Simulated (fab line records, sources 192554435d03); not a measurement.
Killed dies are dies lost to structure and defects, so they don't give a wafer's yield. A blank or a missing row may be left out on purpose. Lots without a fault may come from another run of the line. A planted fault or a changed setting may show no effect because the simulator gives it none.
Which tool did it? | flow n5_finfet | 24 lots, 72 wafers sampled, at 4 steps of a route of 1938

WHAT THE GAUGES READ, wafer by wafer
N5_BEOL_M2_THK_MEAS_53: measures by xrf.
lot  | measured     | on            | M2_THK (nm)
L074 | day 7 07:02  | film_metro-02 | 41.1 40.6 42.7
L075 | day 7 09:08  | film_metro-02 | 37.0 39.9 37.7
L076 | day 7 11:50  | film_metro-02 | 36.5 38.5 38.6
L077 | day 8 04:25  | film_metro-01 | 40.8 39.3 38.1
L078 | day 8 05:47  | film_metro-02 | 40.4 37.9 39.1
L079 | day 8 09:16  | film_metro-02 | 40.0 38.8 37.4
L080 | day 8 16:09  | film_metro-01 | 37.1 37.1 38.1
L081 | day 9 08:44  | film_metro-01 | 38.1 38.7 39.4
L082 | day 9 17:25  | film_metro-02 | 39.5 40.0 40.2
L083 | day 9 22:41  | film_metro-02 | 38.8 40.3 38.9
L084 | day 10 00:46 | film_metro-02 | 38.9 38.8 39.8
L086 | day 10 00:53 | film_metro-02 | 39.9 40.2 39.4
L085 | day 10 09:28 | film_metro-01 | 39.5 40.7 40.6
L088 | day 10 21:40 | film_metro-02 | 38.0 38.6 40.1
L087 | day 10 21:46 | film_metro-01 | 41.8 41.8 40.6
L090 | day 10 23:33 | film_metro-01 | 39.5 39.4 39.2
L089 | day 11 01:59 | film_metro-01 | 37.5 39.9 37.2
L091 | day 12 02:53 | film_metro-02 | 40.8 40.9 39.7
L092 | day 12 04:11 | film_metro-02 | 39.7 40.6 41.5
L093 | day 12 05:45 | film_metro-01 | 39.7 40.5 39.0
L094 | day 12 07:31 | film_metro-02 | 38.6 37.4 39.7
L095 | day 12 11:13 | film_metro-01 | 39.0 37.7 37.5
L096 | day 12 16:54 | film_metro-02 | 40.1 39.7 39.8
L097 | day 13 11:53 | film_metro-01 | 37.3 39.2 41.2

N5_BEOL_M2_INSPECT_59: inspects for defects (darkfield).
lot  | measured     | on                | raw_defect_count
L074 | day 7 07:19  | defect_inspect-02 | 62 99 89
L075 | day 7 09:30  | defect_inspect-01 | 73 65 120
L076 | day 7 12:09  | defect_inspect-01 | 49 55 56
L077 | day 8 04:42  | defect_inspect-01 | 104 66 85
L078 | day 8 06:04  | defect_inspect-01 | 65 91 88
L079 | day 8 09:34  | defect_inspect-02 | 58 68 90
L080 | day 8 16:26  | defect_inspect-02 | 100 85 96
L081 | day 9 09:01  | defect_inspect-01 | 33 67 83
L082 | day 9 17:42  | defect_inspect-01 | 67 71 48
L083 | day 9 23:00  | defect_inspect-02 | 66 60 66
L084 | day 10 01:17 | defect_inspect-01 | 30 43 40
L086 | day 10 01:24 | defect_inspect-01 | 76 33 43
L085 | day 10 09:46 | defect_inspect-02 | 40 71 57
L088 | day 10 21:57 | defect_inspect-01 | 129 66 115
L087 | day 10 22:04 | defect_inspect-01 | 115 94 106
L090 | day 10 23:50 | defect_inspect-01 | 112 90 74
L089 | day 11 02:16 | defect_inspect-01 | 68 58 59
L091 | day 12 03:10 | defect_inspect-02 | 84 45 49
L092 | day 12 04:28 | defect_inspect-02 | 88 79 58
L093 | day 12 06:02 | defect_inspect-02 | 69 86 90
L094 | day 12 07:49 | defect_inspect-01 | 67 65 78
L095 | day 12 11:30 | defect_inspect-01 | 71 52 110
L096 | day 12 17:13 | defect_inspect-01 | 68 95 79
L097 | day 13 12:10 | defect_inspect-01 | 62 47 54

WHICH TOOL RAN EACH LOT (tool, then ch and the chambers of the sampled wafers, then the start)
lot  | N5_BEOL_M2_ANNEAL_82         | N5_BEOL_M2_ANNEAL_87
L074 | pvd_sputter-01, day 7 05:01  | pvd_sputter-01, day 7 05:14
L075 | pvd_sputter-03, day 7 07:02  | pvd_sputter-03, day 7 07:16
L076 | pvd_sputter-01, day 7 09:48  | pvd_sputter-01, day 7 10:01
L077 | pvd_sputter-01, day 8 02:23  | pvd_sputter-01, day 8 02:37
L078 | pvd_sputter-03, day 8 03:46  | pvd_sputter-03, day 8 03:59
L079 | pvd_sputter-02, day 8 07:15  | pvd_sputter-02, day 8 07:28
L080 | pvd_sputter-01, day 8 14:07  | pvd_sputter-01, day 8 14:20
L081 | pvd_sputter-02, day 9 01:40  | pvd_sputter-02, day 9 06:54
L082 | pvd_sputter-03, day 9 15:23  | pvd_sputter-03, day 9 15:37
L083 | pvd_sputter-01, day 9 20:31  | pvd_sputter-01, day 9 20:44
L084 | pvd_sputter-02, day 9 22:03  | pvd_sputter-02, day 9 22:16
L086 | pvd_sputter-01, day 9 22:36  | pvd_sputter-01, day 9 22:49
L085 | pvd_sputter-02, day 10 07:26 | pvd_sputter-02, day 10 07:40
L088 | pvd_sputter-03, day 10 19:38 | pvd_sputter-03, day 10 19:52
L087 | pvd_sputter-01, day 10 19:44 | pvd_sputter-01, day 10 19:58
L090 | pvd_sputter-03, day 10 21:29 | pvd_sputter-03, day 10 21:42
L089 | pvd_sputter-03, day 10 23:35 | pvd_sputter-03, day 10 23:48
L091 | pvd_sputter-02, day 12 00:51 | pvd_sputter-02, day 12 01:04
L092 | pvd_sputter-03, day 12 01:53 | pvd_sputter-03, day 12 02:06
L093 | pvd_sputter-03, day 12 03:43 | pvd_sputter-03, day 12 03:56
L094 | pvd_sputter-01, day 12 05:30 | pvd_sputter-01, day 12 05:43
L095 | pvd_sputter-03, day 12 09:11 | pvd_sputter-03, day 12 09:24
L096 | pvd_sputter-02, day 12 14:52 | pvd_sputter-02, day 12 15:05
L097 | pvd_sputter-03, day 13 09:52 | pvd_sputter-03, day 13 10:05
- N5_BEOL_M2_ANNEAL_82: time 240 s.
- N5_BEOL_M2_ANNEAL_87: time 240 s.

WHAT THE TOOLS THEMSELVES READ (means of the sampled wafers that have a number; where no wafer has one, the mark that the record gives instead)
N5_BEOL_M2_ANNEAL_82.
lot  | tool           | heater_power_w (W) | susceptor_temp_C (C) | susceptor_temp_C_max
L074 | pvd_sputter-01 | 842                | 400.14               | 401.6
L075 | pvd_sputter-03 | 804                | 399.96               | 400.9
L076 | pvd_sputter-01 | 818                | 399.80               | 401.2
L077 | pvd_sputter-01 | 803                | 399.65               | 401.0
L078 | pvd_sputter-03 | 745                | 399.97               | 401.0
L079 | pvd_sputter-02 | 886                | 400.00               | 401.2
L080 | pvd_sputter-01 | 771                | 400.09               | 401.2
L081 | pvd_sputter-02 | 924                | 400.14               | 401.0
L082 | pvd_sputter-03 | 767                | 399.99               | 401.0
L083 | pvd_sputter-01 | 796                | 399.99               | 401.2
L084 | pvd_sputter-02 | 927                | 399.94               | 401.0
L086 | pvd_sputter-01 | 797                | 399.84               | 401.4
L085 | pvd_sputter-02 | 871                | 399.88               | 400.8
L088 | pvd_sputter-03 | 737                | 400.14               | 401.2
L087 | pvd_sputter-01 | 745                | 399.78               | 400.8
L090 | pvd_sputter-03 | 772                | 399.88               | 401.0
L089 | pvd_sputter-03 | 793                | 400.14               | 401.3
L091 | pvd_sputter-02 | 922                | 400.03               | 401.2
L092 | pvd_sputter-03 | 737                | 399.83               | 400.7
L093 | pvd_sputter-03 | 835                | 399.94               | 401.0
L094 | pvd_sputter-01 | 809                | 400.20               | 401.4
L095 | pvd_sputter-03 | 740                | 400.00               | 401.0
L096 | pvd_sputter-02 | 820                | 400.11               | 401.0
L097 | pvd_sputter-03 | 805                | 400.05               | 401.0

N5_BEOL_M2_ANNEAL_87.
lot  | tool           | heater_power_w (W) | susceptor_temp_C (C) | susceptor_temp_C_max
L074 | pvd_sputter-01 | 834                | 399.93               | 401.3
L075 | pvd_sputter-03 | 800                | 399.91               | 400.9
L076 | pvd_sputter-01 | 822                | 400.04               | 401.4
L077 | pvd_sputter-01 | 804                | 399.99               | 401.6
L078 | pvd_sputter-03 | 738                | 400.03               | 401.0
L079 | pvd_sputter-02 | 882                | 400.01               | 401.2
L080 | pvd_sputter-01 | 762                | 400.07               | 401.2
L081 | pvd_sputter-02 | 902                | 399.96               | 400.9
L082 | pvd_sputter-03 | 761                | 399.91               | 400.7
L083 | pvd_sputter-01 | 797                | 400.02               | 401.3
L084 | pvd_sputter-02 | 921                | 399.98               | 401.3
L086 | pvd_sputter-01 | 791                | 400.11               | 401.4
L085 | pvd_sputter-02 | 870                | 400.03               | 401.0
L088 | pvd_sputter-03 | 754                | 400.10               | 401.1
L087 | pvd_sputter-01 | 753                | 400.12               | 401.2
L090 | pvd_sputter-03 | 774                | 400.00               | 401.0
L089 | pvd_sputter-03 | 787                | 400.18               | 401.2
L091 | pvd_sputter-02 | 921                | 399.80               | 401.0
L092 | pvd_sputter-03 | 750                | 400.10               | 401.0
L093 | pvd_sputter-03 | 834                | 399.86               | 400.9
L094 | pvd_sputter-01 | 809                | 399.95               | 401.4
L095 | pvd_sputter-03 | 748                | 400.04               | 401.0
L096 | pvd_sputter-02 | 820                | 399.98               | 401.1
L097 | pvd_sputter-03 | 778                | 400.29               | 401.5

THE ANSWER, worked out from the rows above alone
Rule: what is usual is taken from the lots themselves. Put in order of their means at a reading, lots are off if they are a third of the lots or fewer, leave a main group of 4 or more, and stand apart from it by a gap of 3 or more times the standard deviation of the main group's means; of several such gaps the widest counts. A main group whose means are all the same, to the digits that the tables above print for the reading, isn't used. A lot without any number at a reading at which 4 lots or more have one is off too. The other lots that the step has rows for count as sound. The gauges are gone through in route order, then the tools' own readings, and for those a lot's mean is taken as printed above. The first step at which some lot is off is used, and at that step the reading that is off furthest; a lot without a number counts as furthest.
No lot is off at any reading shown: from this, nothing can be told.

WHAT THE SIMULATOR HAD PUT IN
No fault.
